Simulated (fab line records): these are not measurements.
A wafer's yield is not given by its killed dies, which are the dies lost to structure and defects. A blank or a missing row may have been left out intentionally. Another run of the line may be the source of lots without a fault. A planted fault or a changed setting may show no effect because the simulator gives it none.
fab line records	flow n5Finfet
record lots=24	wafers=72	lastDay=18
route steps=1938 shown BEOL_M11@1568 BEOL_M12@1614
lots with no fault: from the same line, run without faults
startH: hours from the record's first day to the start of the lot's first wafer shown	waitH: hours since the lot's step before	" identical to the entry in the row above	L1.1+2: a single row standing in for several wafers	- either no value or no given start	* or withheld: withheld	< > ~ a bound
route shown NAME@n: NAME is a module with steps in the file, n the number in the route of the first one	usual: mean and standard deviation over wafers with no fault	same: alike in all rows	chamber/n: place in a boat	sites: each site's reading	_std_site: standard deviation across them	_edge_site: outer sites' mean less inner sites'	radiusMm: for every site, how far away it sits from the centre of the wafer	mask NAME#n: copy n	behind: the most recent tool/chamber to have shaped the wafer	hold: what put the lot on hold/how long, in hours/how the hold closed	device: transistor that didn't switch, given as n, p or np	end of line: at the end of the route, the tests of the same wafers	where a step has no rows: the recipe by itself	killed: not the wafer's yield, but the dies lost to structure and defects at the first sort	map: per-die view of a wafer (x killed, . not killed, _ where there is no die)
set.NAME: the setting the step ran with; set.NAME@STEP: the setting that earlier step ran with	model.NAME: the simulator's own value behind a step, which no gauge read
one table for each step of the route and one row for each wafer, over a sample of lots
services: a tool's chamber out of use, with start hour (startH, from the record's first day; less than 0 if before it), hours out, and reason
## steps
# step N5_BEOL_M11_CD_MEAS_28
# recipe targetCdNm=70	landingEnergyEv=500	detector=seInlens	polarity=opening
# usual cdNm=70.3/1.2
# same landingEnergyEv=500
lot.wafer	tool	chamber	startH	waitH	cdNm
L074.3	cdSem-03	0	219.28	-	70.2
L074.5	"	0	"	"	70.4
L074.6	"	0	"	"	71.5
L075.2	cdSem-03	0	219.45	-	70.4
L075.4	"	0	"	"	72.0
L075.6	"	0	"	"	72.1
L076.1	cdSem-02	0	233.90	-	72.1
L076.4	"	0	"	"	70.8
L076.5	"	0	"	"	70.5
L077.1	cdSem-02	0	240.11	-	69.4
L077.4	"	0	"	"	70.4
L077.6	"	0	"	"	67.8
L078.1	cdSem-01	0	242.30	-	69.9
L078.5	"	0	"	"	68.3
L078.6	"	0	"	"	68.9
L079.1	cdSem-02	0	243.82	-	69.2
L079.2	"	0	"	"	67.8
L079.3	"	0	"	"	69.6
L080.1	cdSem-02	0	257.61	-	70.9
L080.3	"	0	"	"	72.0
L080.6	"	0	"	"	70.1
L081.1	cdSem-02	0	269.09	-	71.0
L081.2	"	0	"	"	68.9
L081.5	"	0	"	"	70.3
L083.2	cdSem-01	0	270.15	-	71.2
L083.4	"	0	"	"	71.2
L083.6	"	0	"	"	72.2
L082.3	cdSem-02	0	281.33	-	69.8
L082.4	"	0	"	"	70.4
L082.6	"	0	"	"	70.4
L084.2	cdSem-01	0	281.50	-	72.3
L084.3	"	0	"	"	69.6
L084.4	"	0	"	"	73.1
L086.2	cdSem-03	0	301.31	-	71.3
L086.3	"	0	"	"	70.7
L086.5	"	0	"	"	72.2
L085.1	cdSem-01	0	303.63	-	71.2
L085.2	"	0	"	"	71.4
L085.5	"	0	"	"	68.8
L087.1	cdSem-03	0	303.80	-	70.3
L087.4	"	0	"	"	71.8
L087.5	"	0	"	"	69.9
L089.1	cdSem-02	0	332.09	-	71.2
L089.5	"	0	"	"	70.0
L089.6	"	0	"	"	71.1
L088.2	cdSem-03	0	332.26	-	69.7
L088.4	"	0	"	"	70.4
L088.5	"	0	"	"	70.2
L090.3	cdSem-02	0	332.43	-	69.3
L090.4	"	0	"	"	70.4
L090.6	"	0	"	"	70.4
L091.1	cdSem-02	0	339.01	-	69.6
L091.5	"	0	"	"	68.6
L091.6	"	0	"	"	68.2
L093.1	cdSem-03	0	344.26	-	70.0
L093.4	"	0	"	"	70.2
L093.6	"	0	"	"	68.9
L094.2	cdSem-02	0	360.70	-	69.2
L094.4	"	0	"	"	69.2
L094.5	"	0	"	"	68.6
L092.1	cdSem-02	0	360.94	-	70.1
L092.3	"	0	"	"	71.9
L092.4	"	0	"	"	72.0
L095.3	cdSem-01	0	370.85	-	69.2
L095.5	"	0	"	"	70.5
L095.6	"	0	"	"	69.0
L096.1	cdSem-01	0	377.21	-	68.7
L096.4	"	0	"	"	68.8
L096.5	"	0	"	"	70.2
L097.1	cdSem-03	0	391.30	-	71.9
L097.5	"	0	"	"	70.2
L097.6	"	0	"	"	70.1
# step N5_BEOL_M11_OCD_MEAS_38
# usual trenchDepthNm=149.1/3
lot.wafer	tool	chamber	startH	waitH	trenchDepthNm
L074.3	ocd-02	-	219.88	-	151.0
L074.5	"	-	"	"	148.3
L074.6	"	-	"	"	147.6
L075.2	ocd-01	-	220.35	-	146.7
L075.4	"	-	"	"	149.2
L075.6	"	-	"	"	147.2
L076.1	ocd-01	-	234.48	-	149.7
L076.4	"	-	"	"	151.0
L076.5	"	-	"	"	153.9
L077.1	ocd-01	-	240.75	-	150.8
L077.4	"	-	"	"	150.1
L077.6	"	-	"	"	150.7
L078.1	ocd-02	-	242.88	-	152.5
L078.5	"	-	"	"	147.8
L078.6	"	-	"	"	147.9
L079.1	ocd-01	-	244.81	-	148.9
L079.2	"	-	"	"	146.5
L079.3	"	-	"	"	147.8
L080.1	ocd-01	-	258.19	-	146.4
L080.3	"	-	"	"	145.2
L080.6	"	-	"	"	148.3
L081.1	ocd-01	-	269.67	-	154.5
L081.2	"	-	"	"	151.0
L081.5	"	-	"	"	148.7
L083.2	ocd-02	-	270.75	-	146.8
L083.4	"	-	"	"	148.6
L083.6	"	-	"	"	144.9
L082.3	ocd-02	-	282.15	-	147.1
L082.4	"	-	"	"	143.9
L082.6	"	-	"	"	148.2
L084.2	ocd-01	-	282.39	-	150.1
L084.3	"	-	"	"	155.0
L084.4	"	-	"	"	149.1
L086.2	ocd-02	-	301.89	-	149.0
L086.3	"	-	"	"	146.9
L086.5	"	-	"	"	145.7
L085.1	ocd-01	-	304.30	-	142.0
L085.2	"	-	"	"	141.6
L085.5	"	-	"	"	145.3
L087.1	ocd-02	-	304.46	-	153.3
L087.4	"	-	"	"	147.5
L087.5	"	-	"	"	147.9
L089.1	ocd-02	-	332.67	-	148.2
L089.5	"	-	"	"	150.0
L089.6	"	-	"	"	147.7
L088.2	ocd-02	-	333.30	-	144.0
L088.4	"	-	"	"	145.2
L088.5	"	-	"	"	148.0
L090.3	ocd-01	-	333.40	-	154.0
L090.4	"	-	"	"	152.2
L090.6	"	-	"	"	153.0
L091.1	ocd-01	-	339.65	-	149.3
L091.5	"	-	"	"	150.5
L091.6	"	-	"	"	151.4
L093.1	ocd-02	-	344.85	-	153.1
L093.4	"	-	"	"	151.1
L093.6	"	-	"	"	152.5
L094.2	ocd-01	-	361.28	-	153.0
L094.4	"	-	"	"	150.6
L094.5	"	-	"	"	151.9
L092.1	ocd-02	-	362.15	-	151.2
L092.3	"	-	"	"	151.6
L092.4	"	-	"	"	151.4
L095.3	ocd-01	-	371.43	-	148.7
L095.5	"	-	"	"	152.3
L095.6	"	-	"	"	151.4
L096.1	ocd-01	-	377.84	-	149.7
L096.4	"	-	"	"	145.7
L096.5	"	-	"	"	150.4
L097.1	ocd-01	-	391.88	-	153.0
L097.5	"	-	"	"	153.4
L097.6	"	-	"	"	146.3
# step N5_BEOL_M11_INSPECT_58
# recipe inspectInstrument=darkfield	mode=postDep
# usual rawDefectCount=72/21
lot.wafer	tool	chamber	startH	waitH	rawDefectCount
L074.3	defectInspect-01	-	222.48	0.0	84
L074.5	"	-	"	"	65
L074.6	"	-	"	"	68
L075.2	defectInspect-02	-	223.53	0.0	93
L075.4	"	-	"	"	83
L075.6	"	-	"	"	65
L076.1	defectInspect-02	-	236.66	0.0	49
L076.4	"	-	"	"	55
L076.5	"	-	"	"	44
L077.1	defectInspect-01	-	243.25	0.0	70
L077.4	"	-	"	"	60
L077.6	"	-	"	"	82
L078.1	defectInspect-02	-	245.58	0.0	74
L078.5	"	-	"	"	81
L078.6	"	-	"	"	67
L079.1	defectInspect-01	-	248.16	0.0	62
L079.2	"	-	"	"	64
L079.3	"	-	"	"	76
L080.1	defectInspect-02	-	262.25	0.0	30
L080.3	"	-	"	"	43
L080.6	"	-	"	"	43
L081.1	defectInspect-01	-	272.65	0.0	53
L081.2	"	-	"	"	64
L081.5	"	-	"	"	57
L083.2	defectInspect-02	-	273.63	0.0	82
L083.4	"	-	"	"	40
L083.6	"	-	"	"	54
L082.3	defectInspect-02	-	285.10	0.0	34
L082.4	"	-	"	"	81
L082.6	"	-	"	"	71
L084.2	defectInspect-02	-	285.92	0.0	85
L084.3	"	-	"	"	128
L084.4	"	-	"	"	106
L086.2	defectInspect-02	-	305.26	0.0	79
L086.3	"	-	"	"	35
L086.5	"	-	"	"	52
L085.1	defectInspect-02	-	306.64	0.0	65
L085.2	"	-	"	"	69
L085.5	"	-	"	"	71
L087.1	defectInspect-02	-	307.45	0.0	80
L087.4	"	-	"	"	57
L087.5	"	-	"	"	59
L089.1	defectInspect-02	-	334.89	0.0	61
L089.5	"	-	"	"	58
L089.6	"	-	"	"	73
L088.2	defectInspect-02	-	337.24	0.0	90
L088.4	"	-	"	"	62
L088.5	"	-	"	"	76
L090.3	defectInspect-01	-	337.77	0.0	100
L090.4	"	-	"	"	66
L090.6	"	-	"	"	71
L091.1	defectInspect-02	-	343.20	0.0	46
L091.5	"	-	"	"	54
L091.6	"	-	"	"	59
L093.1	defectInspect-02	-	347.22	0.0	103
L093.4	"	-	"	"	68
L093.6	"	-	"	"	106
L094.2	defectInspect-02	-	363.66	0.0	71
L094.4	"	-	"	"	46
L094.5	"	-	"	"	53
L092.1	defectInspect-02	-	364.76	0.0	64
L092.3	"	-	"	"	58
L092.4	"	-	"	"	69
L095.3	defectInspect-02	-	373.65	0.0	108
L095.5	"	-	"	"	112
L095.6	"	-	"	"	45
L096.1	defectInspect-01	-	381.70	0.0	57
L096.4	"	-	"	"	92
L096.5	"	-	"	"	127
L097.1	defectInspect-02	-	395.05	0.0	101
L097.5	"	-	"	"	50
L097.6	"	-	"	"	76
# step N5_BEOL_M12_INSPECT_12
# recipe mode=adi	inspectInstrument=macro
# usual rawDefectCount=2.0/1.5
lot.wafer	tool	chamber	startH	waitH	rawDefectCount
L074.3	defectInspect-02	-	223.01	0.0	2
L074.5	"	-	"	"	1
L074.6	"	-	"	"	2
L075.2	defectInspect-02	-	224.18	0.0	4
L075.4	"	-	"	"	1
L075.6	"	-	"	"	1
L076.1	defectInspect-02	-	237.20	0.0	0
L076.4	"	-	"	"	2
L076.5	"	-	"	"	0
L077.1	defectInspect-01	-	243.77	0.0	3
L077.4	"	-	"	"	1
L077.6	"	-	"	"	2
L078.1	defectInspect-01	-	246.10	0.0	0
L078.5	"	-	"	"	2
L078.6	"	-	"	"	4
L079.1	defectInspect-01	-	248.69	0.0	2
L079.2	"	-	"	"	1
L079.3	"	-	"	"	3
L080.1	defectInspect-01	-	262.78	0.0	3
L080.3	"	-	"	"	2
L080.6	"	-	"	"	2
L081.1	defectInspect-02	-	273.30	0.0	0
L081.2	"	-	"	"	0
L081.5	"	-	"	"	3
L083.2	defectInspect-02	-	274.16	0.0	0
L083.4	"	-	"	"	2
L083.6	"	-	"	"	0
L082.3	defectInspect-02	-	285.65	0.0	4
L082.4	"	-	"	"	1
L082.6	"	-	"	"	2
L084.2	defectInspect-02	-	286.45	0.0	2
L084.3	"	-	"	"	1
L084.4	"	-	"	"	3
L086.2	defectInspect-02	-	305.79	0.0	0
L086.3	"	-	"	"	0
L086.5	"	-	"	"	4
L085.1	defectInspect-01	-	307.30	0.0	0
L085.2	"	-	"	"	2
L085.5	"	-	"	"	2
L087.1	defectInspect-02	-	308.10	0.0	2
L087.4	"	-	"	"	4
L087.5	"	-	"	"	1
L089.1	defectInspect-02	-	335.54	0.0	1
L089.5	"	-	"	"	7
L089.6	"	-	"	"	0
L088.2	defectInspect-02	-	337.77	0.0	1
L088.4	"	-	"	"	2
L088.5	"	-	"	"	0
L090.3	defectInspect-01	-	338.35	0.0	0
L090.4	"	-	"	"	2
L090.6	"	-	"	"	1
L091.1	defectInspect-02	-	343.94	0.0	1
L091.5	"	-	"	"	5
L091.6	"	-	"	"	5
L093.1	defectInspect-01	-	347.87	0.0	3
L093.4	"	-	"	"	2
L093.6	"	-	"	"	2
L094.2	defectInspect-01	-	364.19	0.0	0
L094.4	"	-	"	"	2
L094.5	"	-	"	"	1
L092.1	defectInspect-01	-	365.41	0.0	2
L092.3	"	-	"	"	4
L092.4	"	-	"	"	3
L095.3	defectInspect-02	-	374.30	0.0	1
L095.5	"	-	"	"	3
L095.6	"	-	"	"	0
L096.1	defectInspect-02	-	382.36	0.0	1
L096.4	"	-	"	"	4
L096.5	"	-	"	"	5
L097.1	defectInspect-01	-	395.58	0.0	4
L097.5	"	-	"	"	1
L097.6	"	-	"	"	3
# step N5_BEOL_M12_STRIP_63
# recipe chemistry=N2/H2	powerW=1000	tempC=250	h2Frac=0.65	overashFraction=0.3	pressureMtorr=1000	n2FlowSccm=1750	h2FlowSccm=3250
# usual drypumpMotorCurrentA=5.77/0.26	heaterPowerW=336/32	oesProductAu=0.692/0.0047	stripTimeToEndpointS=42.3/1.1
lot.wafer	tool	chamber	startH	waitH	drypumpMotorCurrentA	heaterPowerW	oesProductAu	rfHoursCounterH	stripTimeToEndpointS
L074.3	plasmaAsher-02	0	223.40	-	5.77	310	0.685	-	42.8
L074.5	"	1	"	"	5.63	355	0.692	-	41.8
L074.6	"	0	"	"	5.81	316	0.690	-	41.1
L075.2	plasmaAsher-02	0	224.54	-	5.81	301	0.688	66	42.8
L075.4	"	1	"	"	5.63	364	0.691	-	40.5
L075.6	"	0	"	"	5.79	311	0.687	-	41.9
L076.1	plasmaAsher-02	1	237.69	-	5.63	361	0.686	68	43.3
L076.4	"	0	"	"	5.82	309	0.694	-	41.6
L076.5	"	1	"	"	5.64	353	0.689	-	41.7
L077.1	plasmaAsher-02	0	244.09	-	5.78	308	0.686	70	40.6
L077.4	"	0	"	"	5.82	307	0.695	-	40.4
L077.6	"	1	"	"	5.64	374	0.679	-	40.9
L078.1	plasmaAsher-02	1	246.42	-	5.61	370	0.699	70	41.4
L078.5	"	0	"	"	5.80	298	0.700	-	40.3
L078.6	"	1	"	"	5.62	361	0.691	-	40.0
L079.1	plasmaAsher-01	0	249.03	-	6.24	370	0.697	123	42.5
L079.2	"	1	"	"	5.47	299	0.702	123	43.6
L079.3	"	0	"	"	6.23	374	0.691	-	41.5
L080.1	plasmaAsher-01	0	263.10	-	6.24	381	0.691	126	42.2
L080.3	"	1	"	"	5.44	302	0.698	-	43.2
L080.6	"	0	"	"	6.24	376	0.685	-	41.4
L081.1	plasmaAsher-02	0	273.62	-	5.79	303	0.679	76	41.9
L081.2	"	1	"	"	5.62	352	0.699	76	41.6
L081.5	"	1	"	"	5.62	358	0.688	-	43.4
L083.2	plasmaAsher-01	0	274.48	-	6.21	384	0.690	129	42.3
L083.4	"	1	"	"	5.48	305	0.693	-	41.9
L083.6	"	1	"	"	5.46	306	0.697	-	41.8
L082.3	plasmaAsher-01	1	286.00	-	5.48	304	0.695	-	39.9
L082.4	"	0	"	"	6.23	374	0.689	-	41.0
L082.6	"	0	"	"	6.24	376	0.685	-	39.7
L084.2	plasmaAsher-01	1	287.08	-	5.46	300	0.693	133	44.8
L084.3	"	0	"	"	6.22	377	0.698	-	42.2
L084.4	"	1	"	"	5.47	300	0.689	-	42.3
L086.2	plasmaAsher-02	0	306.11	-	5.80	311	0.697	81	43.9
L086.3	"	1	"	"	5.64	356	0.686	-	41.9
L086.5	"	0	"	"	5.81	301	0.689	-	41.1
L085.1	plasmaAsher-02	0	307.83	-	5.77	308	0.696	82	43.6
L085.2	"	1	"	"	5.61	366	0.692	82	41.9
L085.5	"	1	"	"	5.63	358	0.687	-	41.3
L087.1	plasmaAsher-02	1	308.42	-	5.64	365	0.692	82	42.2
L087.4	"	0	"	"	5.79	304	0.704	-	41.2
L087.5	"	0	"	"	5.79	305	0.690	-	41.8
L089.1	plasmaAsher-01	1	336.21	-	5.46	303	0.696	141	42.5
L089.5	"	0	"	"	6.22	381	0.703	-	43.1
L089.6	"	1	"	"	5.46	299	0.683	-	41.2
L088.2	plasmaAsher-02	0	338.23	-	5.80	306	0.697	88	43.2
L088.4	"	0	"	"	5.79	303	0.691	-	42.8
L088.5	"	0	"	"	5.79	305	0.695	-	41.9
L090.3	plasmaAsher-02	1	339.08	-	5.63	359	0.690	-	42.2
L090.4	"	0	"	"	5.82	307	0.694	-	42.1
L090.6	"	0	"	"	5.80	312	0.695	-	43.1
L091.1	plasmaAsher-02	0	344.26	-	5.82	307	0.695	90	44.4
L091.5	"	1	"	"	5.58	360	0.691	-	41.9
L091.6	"	0	"	"	5.79	302	0.698	-	42.2
L093.1	plasmaAsher-01	1	349.73	-	5.45	305	0.687	144	43.5
L093.4	"	0	"	"	6.24	377	0.697	-	44.0
L093.6	"	0	"	"	6.25	378	0.691	-	42.8
L094.2	plasmaAsher-01	0	364.60	-	6.21	368	0.692	147	43.6
L094.4	"	0	"	"	6.21	380	0.687	-	42.6
L094.5	"	1	"	"	5.47	302	0.693	-	42.9
L092.1	plasmaAsher-02	0	365.73	-	5.82	309	0.688	92	43.2
L092.3	"	1	"	"	5.61	351	0.692	-	41.8
L092.4	"	0	"	"	5.79	306	0.691	-	42.2
L095.3	plasmaAsher-02	1	374.66	-	5.62	358	0.694	-	43.7
L095.5	"	1	"	"	5.63	361	0.693	-	41.4
L095.6	"	0	"	"	5.79	311	0.690	-	40.2
L096.1	plasmaAsher-01	0	382.68	-	6.24	380	0.695	151	43.5
L096.4	"	0	"	"	6.24	377	0.687	-	43.4
L096.5	"	1	"	"	5.46	300	0.695	-	42.8
L097.1	plasmaAsher-01	1	395.90	-	5.46	303	0.689	154	43.2
L097.5	"	1	"	"	5.45	301	0.692	-	41.3
L097.6	"	0	"	"	6.23	372	0.694	-	42.3
# step N5_BEOL_M12_CMP_49
# recipe stopOn=SiOC	tOverpolishS=20.6	downForcePsi=1	platenRpm=50	clearingPlatenDownForcePsi=1.5	clearingPlatenRpm=50	postCmpClean=cuAlkaline	targetThkNm=320	clearingPlatenPadVelocityMS=0.99484	padVelocityMS=0.99484
# usual barrierFieldEndpointS=30.6/0.91	clearingPlatenDownForcePsi=1.501/0.003	motorCurrentA=6.4/0.42	overpolishRunS=20.600/0.0092
lot.wafer	tool	chamber	startH	waitH	barrierFieldEndpointS	clearingPlatenDownForcePsi	motorCurrentA	overpolishRunS
L074.3	cmp-04	3	229.18	0.2	33.0	1.501	6.2	20.597
L074.5	"	2	"	"	31.2	1.497	6.2	20.599
L074.6	"	3	"	"	32.4	1.499	6.2	20.602
L075.4	cmp-02	0	229.19	0.1	29.6	1.509	6.7	20.585
L075.2	"	2	"	"	29.9	1.503	6.9	20.610
L075.6	"	1	"	"	29.5	1.497	6.3	20.594
L076.4	cmp-03	0	242.18	0.2	32.0	1.501	6.4	20.587
L076.1	"	2	"	"	28.8	1.502	6.7	20.618
L076.5	"	3	"	"	29.8	1.503	6.5	20.592
L077.4	cmp-03	0	253.85	0.1	31.4	1.500	6.1	20.612
L077.1	"	2	"	"	29.4	1.503	6.6	20.592
L077.6	"	0	"	"	31.8	1.501	6.4	20.586
L078.1	cmp-02	2	254.05	0.3	28.8	1.501	6.8	20.596
L078.5	"	1	"	"	30.4	1.498	6.2	20.584
L078.6	"	2	"	"	30.1	1.506	6.9	20.592
L079.3	cmp-02	2	257.65	0.2	30.1	1.501	6.4	20.601
L079.2	"	3	"	"	30.2	1.500	7.6	20.590
L079.1	"	0	"	"	28.9	1.503	6.7	20.592
L080.1	cmp-03	3	267.50	0.3	30.2	1.496	6.6	20.612
L080.3	"	2	"	"	29.6	1.501	6.5	20.589
L080.6	"	0	"	"	30.8	1.504	6.3	20.608
L081.1	cmp-03	0	279.35	0.3	30.8	1.504	6.4	20.605
L081.2	"	2	"	"	29.1	1.497	6.1	20.601
L081.5	"	1	"	"	30.4	1.503	6.1	20.602
L083.4	cmp-03	1	283.32	0.1	31.8	1.504	5.9	20.610
L083.2	"	3	"	"	30.6	1.497	6.6	20.612
L083.6	"	2	"	"	30.6	1.501	6.5	20.593
L082.3	cmp-03	2	290.92	0.2	29.3	1.503	6.4	20.593
L082.4	"	3	"	"	30.1	1.497	6.4	20.606
L082.6	"	3	"	"	29.0	1.503	6.5	20.614
L084.2	cmp-04	0	291.19	0.2	30.9	1.499	6.2	20.584
L084.3	"	1	"	"	31.9	1.502	5.9	20.618
L084.4	"	2	"	"	31.3	1.501	6.1	20.592
L086.2	cmp-03	2	310.23	0.2	28.6	1.497	6.4	20.608
L086.3	"	3	"	"	29.7	1.494	6.4	20.605
L086.5	"	3	"	"	28.9	1.501	6.6	20.586
L085.2	cmp-04	0	312.68	0.2	30.2	1.506	6.3	20.601
L085.1	"	2	"	"	30.0	1.495	6.2	20.615
L085.5	"	3	"	"	29.6	1.504	6.2	20.603
L087.4	cmp-03	1	313.85	0.1	30.4	1.504	6.1	20.602
L087.1	"	2	"	"	30.2	1.496	6.4	20.609
L087.5	"	1	"	"	29.8	1.501	6.0	20.608
L089.1	cmp-04	2	340.67	0.4	30.9	1.503	6.1	20.594
L089.5	"	3	"	"	31.0	1.499	6.2	20.596
L089.6	"	0	"	"	30.7	1.503	6.0	20.604
L088.2	cmp-02	0	343.06	0.2	30.7	1.501	6.7	20.610
L088.4	"	1	"	"	31.2	1.500	6.3	20.595
L088.5	"	0	"	"	30.4	1.503	6.8	20.606
L090.3	cmp-04	2	343.19	0.2	30.6	1.499	6.1	20.609
L090.4	"	3	"	"	32.2	1.501	6.1	20.605
L090.6	"	3	"	"	31.6	1.500	5.8	20.610
L091.1	cmp-02	3	349.94	0.3	30.8	1.499	7.5	20.606
L091.5	"	3	"	"	30.8	1.502	7.3	20.605
L091.6	"	0	"	"	30.0	1.499	6.8	20.595
L093.4	cmp-02	1	357.17	0.1	31.3	1.506	6.3	20.601
L093.1	"	0	"	"	30.1	1.497	6.8	20.609
L093.6	"	1	"	"	31.2	1.504	6.5	20.592
L094.2	cmp-02	3	369.00	0.3	31.4	1.501	7.9	20.600
L094.4	"	0	"	"	30.4	1.503	6.6	20.603
L094.5	"	2	"	"	30.4	1.500	6.7	20.609
L092.4	cmp-02	1	372.91	0.1	30.5	1.496	6.4	20.610
L092.1	"	3	"	"	31.3	1.499	7.4	20.605
L092.3	"	0	"	"	29.7	1.499	6.6	20.600
L095.3	cmp-04	0	378.24	0.3	31.1	1.498	5.9	20.596
L095.6	"	3	"	"	31.7	1.500	6.2	20.595
L095.5	"	0	"	"	30.3	1.502	6.1	20.593
L096.4	cmp-04	2	386.49	0.1	29.8	1.501	6.0	20.597
L096.1	"	3	"	"	30.7	1.497	6.1	20.593
L096.5	"	3	"	"	31.2	1.500	6.1	20.598
L097.1	cmp-04	0	398.70	0.3	31.0	1.499	6.0	20.601
L097.5	"	0	"	"	31.2	1.495	6.0	20.593
L097.6	"	1	"	"	30.8	1.499	6.3	20.593
## services
tool	chamber	startH	hours	kind
cmp-02	-	212.30	1.2	repair
cmp-04	-	226.17	0.8	repair
cmp-03	-	230.95	1.3	repair
cmp-02	-	240.29	1.6	repair
cmp-04	-	247.55	1.4	repair
plasmaAsher-02	-	275.34	14.6	pm
cmp-04	-	277.06	6.8	pm
cmp-02	-	282.76	1.0	repair
cmp-02	-	313.07	4.0	pm
cmp-03	-	314.67	4.0	pm
cmp-02	-	317.07	-	consumableReplace:conditioner
cmp-02	-	317.07	-	consumableReplace:pad
cmp-02	-	317.07	3.0	pm
cmp-03	-	318.67	-	consumableReplace:conditioner
cmp-03	-	318.67	-	consumableReplace:pad
plasmaAsher-01	-	328.18	4.7	repair
cmp-03	-	337.53	6.3	repair
plasmaAsher-02	-	353.24	8.8	repair
cmp-04	-	364.99	4.0	pm
cmp-04	-	368.99	-	consumableReplace:conditioner
cmp-04	-	368.99	-	consumableReplace:pad
cmp-04	-	377.16	0.9	repair
## key
fault none
